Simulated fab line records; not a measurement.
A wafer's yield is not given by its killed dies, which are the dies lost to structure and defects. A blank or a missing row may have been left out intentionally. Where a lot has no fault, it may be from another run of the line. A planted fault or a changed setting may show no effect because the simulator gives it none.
Split-lot trial    flow n5 finfet    route with 1938 steps; 7 lots, 21 wafers read

ABOUT THE SPLIT
At N5_BEOL_M5_COAT_71 (time 60 s, resist thk 5 nm), the setting spin rpm was moved away from the recipe's 1500 rpm on 3 of the 21 wafers read, by -9.9% to +6.4%. The other wafers ran this setting at the recipe's value.

Split to reading: the file shows no intervening step.

THE READING
etch.depth nm (the simulator's own value, which no gauge read), in nm, at N5_BEOL_M5_ETCH_72 (etches underlayer in N2/H2, target depth 6.5 nm, time 5.2 s). The file gives no usual value for it. The 18 wafers here that ran the recipe average 5.001 nm, standard deviation 0.017 nm.

wafer   tool, chamber at the split  spin rpm as run, rpm  against the recipe  etch.depth nm, nm  against lot-mates on the recipe
L074.3  litho track-01, 0           1596                  +6.4%               4.84               -0.159
L074.4  litho track-01, 0           1500                  recipe              5.005              -
L074.6  litho track-01, 0           1500                  recipe              4.992              -
L076.1  litho track-05, 0           1500                  recipe              4.994              -
L076.2  litho track-05, 0           1500                  recipe              4.983              -
L076.6  litho track-05, 0           1500                  recipe              4.988              -
L078.1  litho track-05, 0           1500                  recipe              4.98               -
L078.3  litho track-05, 0           1500                  recipe              4.959              -
L078.5  litho track-05, 0           1500                  recipe              4.981              -
L086.3  litho track-01, 0           1500                  recipe              5.016              -
L086.4  litho track-01, 0           1500                  recipe              5.024              -
L086.5  litho track-01, 0           1500                  recipe              5.017              -
L095.4  litho track-02, 0           1500                  recipe              5.012              -
L095.5  litho track-02, 0           1500                  recipe              5.013              -
L095.6  litho track-02, 0           1500                  recipe              5.016              -
L093.4  litho track-02, 0           1500                  recipe              5.017              -
L093.5  litho track-02, 0           1500                  recipe              5.003              -
L093.6  litho track-02, 0           1500                  recipe              5.013              -
L097.1  litho track-02, 0           1351                  -9.9%               5.275              +0.274
L097.3  litho track-02, 0           1500                  recipe              5.001              -
L097.6  litho track-02, 0           1351                  -9.9%               5.276              +0.275

FIT RESULTS
A straight line over all 21 wafers: etch.depth nm changes by -0.0272 nm for each +1% of spin rpm; r = -0.98; the points scatter about the line by 0.017 nm.
The same after taking each lot's own level away (the mean of its wafers on the recipe; 21 wafers): -0.0271 nm for each +1%; r = -1.00; scatter 0.0067 nm.
Per that fit: largest spin rpm move, reading shift of 0.27 nm.
From 4.9733 to 5.0190 nm: that is the span of the lots' own levels, equal to 2.7 times the standard deviation above.
The two slopes agree, so the slope changes little with the lot-to-lot level.
Check: with one of the wafers moved furthest among these (-9.9%) left out of the fit, the line predicts +0.267 nm for it against its lot-mates. It came out at +0.274 nm against them.

FURTHER SPLITS ON THESE WAFERS
Note: prior to the reading, these wafers also went through further splits. Each is held against what the fit with the lots' levels taken away leaves over:
other split on the same wafers  wafers away from the commonest value  r with etch.depth nm (lot level and that fit taken away)
N5_BEOL_M2_DESCUM_16 time s     3                                     -0.12
N5_BEOL_M3_ETCH_70 source w     6                                     -0.19
N5_BEOL_M4_COAT_67 spin rpm     5                                     -0.02
N5_BEOL_M4_COAT_22 spin rpm     6                                     +0.02
N5_BEOL_M5_COAT_60 spin rpm     5                                     -0.27

FILE'S OWN FIT
etch.depth nm changes by -0.0268 nm for each +1% of spin rpm, r = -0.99.
